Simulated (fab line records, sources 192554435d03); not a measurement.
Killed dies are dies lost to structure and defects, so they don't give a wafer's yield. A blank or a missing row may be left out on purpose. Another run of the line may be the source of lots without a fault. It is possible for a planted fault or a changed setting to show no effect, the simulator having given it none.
Which tool did it? ; flow n5_finfet ; Sampling: 11 lots, 31 wafers, 5 of 1938 route steps

WHAT THE GAUGES READ, wafer by wafer
The record lacks any reading of a measuring or inspecting step that a usual standard deviation could be used to judge.

WHAT TOOL EACH LOT RAN ON (gives the tool, then ch and the chambers of the sampled wafers, and finally the start)
lot;N5_BEOL_M6_DEP_56;N5_BEOL_M7_ILD_DEP_00;N5_BEOL_M7_ETCH_61;N5_BEOL_M7_STRIP_67;N5_PASSIVATION_PROBE_49
L398;pecvd-04 ch 0,1,2, day 9 02:08;pecvd-03 ch 0,2, day 9 02:16;rie_diel-06 ch 1,3, day 9 04:32;rie_diel-06 ch 1,3, day 9 04:45;-
L400;pecvd-02 ch 0,1, day 9 06:13;pecvd-03 ch 0,1,2, day 9 06:22;rie_diel-06 ch 2,3, day 9 08:18;rie_diel-06 ch 2,3, day 9 08:31;-
L403;pecvd-04 ch 0,1,2, day 10 01:46;pecvd-02 ch 0,1, day 10 01:55;rie_diel-03 ch 0,1, day 10 05:53;rie_diel-03 ch 0,1, day 10 06:05;-
L408;pecvd-02 ch 1,2, day 11 01:52;pecvd-03 ch 0,1,2, day 11 02:00;rie_diel-06 ch 0,1,3, day 11 03:55;rie_diel-06 ch 0,1,3, day 11 04:08;-
L409;pecvd-02 ch 1, day 11 17:24;pecvd-02 ch 2, day 11 17:32;rie_diel-03 ch 1,3, day 11 20:08;rie_diel-03 ch 1,3, day 11 20:20;-
L410;pecvd-03 ch 0,2, day 12 03:18;pecvd-01 ch 1,2, day 12 03:27;rie_diel-06 ch 2,3, day 12 06:39;rie_diel-06 ch 2,3, day 12 06:51;-
L413;pecvd-04 ch 0,1,2, day 12 20:32;pecvd-01 ch 1,2, day 12 20:40;rie_diel-06 ch 0,2, day 12 23:36;rie_diel-06 ch 0,2, day 12 23:48;-
L414;pecvd-02 ch 0,1, day 13 11:35;pecvd-03 ch 1,2, day 13 11:44;rie_diel-02 ch 1,3, day 13 13:02;rie_diel-02 ch 1,3, day 13 13:14;prober-01, day 16 14:04
L415;pecvd-03 ch 0,2, day 13 14:16;pecvd-02 ch 0,1, day 13 14:23;rie_diel-06 ch 1,3, day 13 16:13;rie_diel-06 ch 1,3, day 13 16:25;prober-02, day 16 21:11
L416;pecvd-04 ch 0,2, day 13 16:23;pecvd-02 ch 2, day 13 16:31;rie_diel-02 ch 1,2, day 13 19:47;rie_diel-02 ch 1,2, day 13 19:59;-
L419;pecvd-02 ch 0,1,2, day 14 14:58;pecvd-03 ch 0,2, day 14 15:05;rie_diel-02 ch 0,2, day 14 16:53;rie_diel-02 ch 0,2, day 14 17:05;-
- N5_BEOL_M6_DEP_56: deposits SiCN from 3MS/NH3, target thk 10 nm, time 17.5 s.
- N5_BEOL_M7_ILD_DEP_00: deposits SiCOH lowk from DEMS/porogen, target thk 179.75 nm, time 33.4 s.
- N5_BEOL_M7_ETCH_61: etches SiARC in CF4, target depth 45.5 nm, time 75.8 s.
- N5_BEOL_M7_STRIP_67: strips in CF4.
- N5_PASSIVATION_PROBE_49

WHAT THE TOOLS THEMSELVES READ (means of the sampled wafers that have a number; where no wafer has one, the mark that the record gives instead)
N5_BEOL_M6_DEP_56. Usual: showerhead_plenum_p_Torr 3.662 Torr, standard deviation 0.014; throttle_valve_pct 9.2 %, standard deviation 0.54.
lot;tool;showerhead_plenum_p_Torr (Torr);throttle_valve_pct (%);flag
L398;pecvd-04;3.660;9.2;
L400;pecvd-02;3.670;8.8;
L403;pecvd-04;3.657;9.4;
L408;pecvd-02;3.652;9.0;
L409;pecvd-02;3.671;9.6;
L410;pecvd-03;3.672;9.2;
L413;pecvd-04;3.660;9.3;
L414;pecvd-02;3.671;8.9;
L415;pecvd-03;3.661;9.8;
L416;pecvd-04;3.655;9.1;
L419;pecvd-02;3.661;9.1;

N5_BEOL_M7_ILD_DEP_00. Usual: heater_power_w 301 W, standard deviation 49; showerhead_plenum_p_Torr 5.739 Torr, standard deviation 0.016; susceptor_temp_C 299.99 C, standard deviation 0.21; throttle_valve_pct 13.9 %, standard deviation 0.74.
lot;tool;heater_power_w (W);showerhead_plenum_p_Torr (Torr);susceptor_temp_C (C);throttle_valve_pct (%);flag
L398;pecvd-03;328;5.740;300.01;14.0;
L400;pecvd-03;306;5.727;300.00;14.1;
L403;pecvd-02;366;5.737;300.17;13.5;
L408;pecvd-03;324;5.740;299.84;14.4;
L409;pecvd-02;230;5.726;300.22;13.3;
L410;pecvd-01;270;5.748;299.87;13.9;
L413;pecvd-01;266;5.736;299.93;13.7;
L414;pecvd-03;294;5.742;300.00;13.6;
L415;pecvd-02;334;5.742;300.21;13.5;
L416;pecvd-02;262;5.726;300.15;13.6;
L419;pecvd-03;330;5.752;299.92;14.2;

N5_BEOL_M7_ETCH_61. Usual: drypump_motor_current_A is 5.8 A with standard deviation 0.45, etch_rf_on_time_s is 77 s with standard deviation 3, mfc_ar_sccm is 100.0 sccm with standard deviation 0.34, oes_product_au is 0.69 a.u. with standard deviation 0.074, rf_vpp_V is 184.1 V with standard deviation 1.1, showerhead_plenum_p_Torr is 2.15 Torr with standard deviation 0.059, and throttle_valve_pct is 15.6 % with standard deviation 0.31.
lot;tool;drypump_motor_current_A (A);etch_rf_on_time_s (s);mfc_ar_sccm (sccm);oes_product_au (a.u.);rf_vpp_V (V);showerhead_plenum_p_Torr (Torr);throttle_valve_pct (%);flag
L398;rie_diel-06;5.5;74;100.0;0.79;183.8;2.16;15.3;
L400;rie_diel-06;5.4;80;100.0;0.66;183.8;2.19;15.8;
L403;rie_diel-03;6.0;75;99.7;0.74;184.1;2.07;15.3;
L408;rie_diel-06;5.6;74;99.9;0.74;184.3;2.17;15.5;
L409;rie_diel-03;5.7;78;100.2;0.58;183.2;2.13;15.9;
L410;rie_diel-06;5.4;80;100.3;0.65;184.8;2.18;15.8;
L413;rie_diel-06;5.5;120;99.9;0.57;183.4;2.15;16.0;OFF
L414;rie_diel-02;5.7;77;99.4;0.67;183.1;2.10;15.5;
L415;rie_diel-06;5.5;131;99.8;0.62;184.0;2.15;15.4;OFF
L416;rie_diel-02;6.4;78;99.8;0.71;184.2;2.12;15.6;
L419;rie_diel-02;6.3;77;100.0;0.78;184.4;2.17;15.3;

N5_BEOL_M7_STRIP_67. Usual: drypump_motor_current_A 5.8 A, standard deviation 0.46; oes_product_au 0.82 a.u., standard deviation 0.078; rf_vpp_V 271.4 V, standard deviation 1.5; showerhead_plenum_p_Torr 1.80 Torr, standard deviation 0.047; throttle_valve_pct 13.6 %, standard deviation 0.34.
lot;tool;drypump_motor_current_A (A);oes_product_au (a.u.);rf_vpp_V (V);showerhead_plenum_p_Torr (Torr);throttle_valve_pct (%);flag
L398;rie_diel-06;5.5;0.90;272.2;1.81;13.3;
L400;rie_diel-06;5.3;0.80;272.4;1.84;13.7;
L403;rie_diel-03;6.0;0.87;270.7;1.73;13.3;
L408;rie_diel-06;5.6;0.85;272.1;1.82;13.5;
L409;rie_diel-03;5.7;0.70;270.9;1.79;14.0;
L410;rie_diel-06;5.3;0.78;272.2;1.83;13.8;
L413;rie_diel-06;5.6;0.76;271.9;1.81;14.0;
L414;rie_diel-02;5.7;0.79;269.8;1.77;13.5;
L415;rie_diel-06;5.5;0.86;271.6;1.80;13.4;
L416;rie_diel-02;6.3;0.83;270.5;1.79;13.5;
L419;rie_diel-02;6.2;0.93;271.2;1.83;13.2;

N5_PASSIVATION_PROBE_49. Usual: defect_limited_yield 91.1 %, standard deviation 1.6; killed_at_M0_to_M3 35, standard deviation 11; killed_at_M4_up 13, standard deviation 5.4; killed_at_contacts 13, standard deviation 6.5; killed_at_front_end 40, standard deviation 14; killed_at_other 4, standard deviation 3.1; killed_dies 105, standard deviation 18; killed_open 69, standard deviation 14; killed_short 34, standard deviation 7.3; sort_bin_5_function 5.2 %, standard deviation 0.96; sort_bin_6_memory 3.4 %, standard deviation 0.77; sort_n_pass 1075, standard deviation 19; sort_yield_pct 91.1 %, standard deviation 1.6.
lot;tool;defect_limited_yield (%);killed_at_M0_to_M3;killed_at_M4_up;killed_at_contacts;killed_at_front_end;killed_at_other;killed_dies;killed_open;killed_short;sort_bin_5_function (%);sort_bin_6_memory (%);sort_n_pass;sort_yield_pct (%);flag
L414;prober-01;92.5;25;18;8;33;4;88;59;25;4.4;2.7;1092;92.5;
L415;prober-02;88.9;55;9;15;50;2;131;87;41;6.8;3.8;1049;88.9;

THE ANSWER, worked out from the rows above alone
Rule: a lot counts as off when the mean over its wafers that have a number is more than 3 standard deviations away from the usual mean. A lot without any number at a reading at which 4 lots or more have one is off too. The other lots that the step has rows for count as sound. Order of review: gauges by route order, followed by the tools' own readings, for which a lot's mean as printed above is used. The first step at which some lot is off is used, and at that step the reading that is off furthest; a lot without a number counts as furthest.
Off: L413, L415, at N5_BEOL_M7_ETCH_61 (etch_rf_on_time_s).
If a tool, at that step or one of the process steps before it, ran each lot that is off and ran no sound lot following the first of them, it fits. One fits: N5_BEOL_M7_ETCH_61 on rie_diel-06. Its last sound lot is L410 (day 12 06:39), its first lot that is off L413 (day 12 23:36): a fault that began between those two fits.
On the lots that are off, the tool's own readings at N5_BEOL_M7_ETCH_61 differ by more than 5 times the standard deviation of the sound lots' means, which bears it out; etch_rf_on_time_s reads 126 s there versus 77 s on the sound lots.

WHAT HAD BEEN PUT IN BY THE SIMULATOR
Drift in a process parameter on rie_diel-06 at N5_BEOL_M7_ETCH_61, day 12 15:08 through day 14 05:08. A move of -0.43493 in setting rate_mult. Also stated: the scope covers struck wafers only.
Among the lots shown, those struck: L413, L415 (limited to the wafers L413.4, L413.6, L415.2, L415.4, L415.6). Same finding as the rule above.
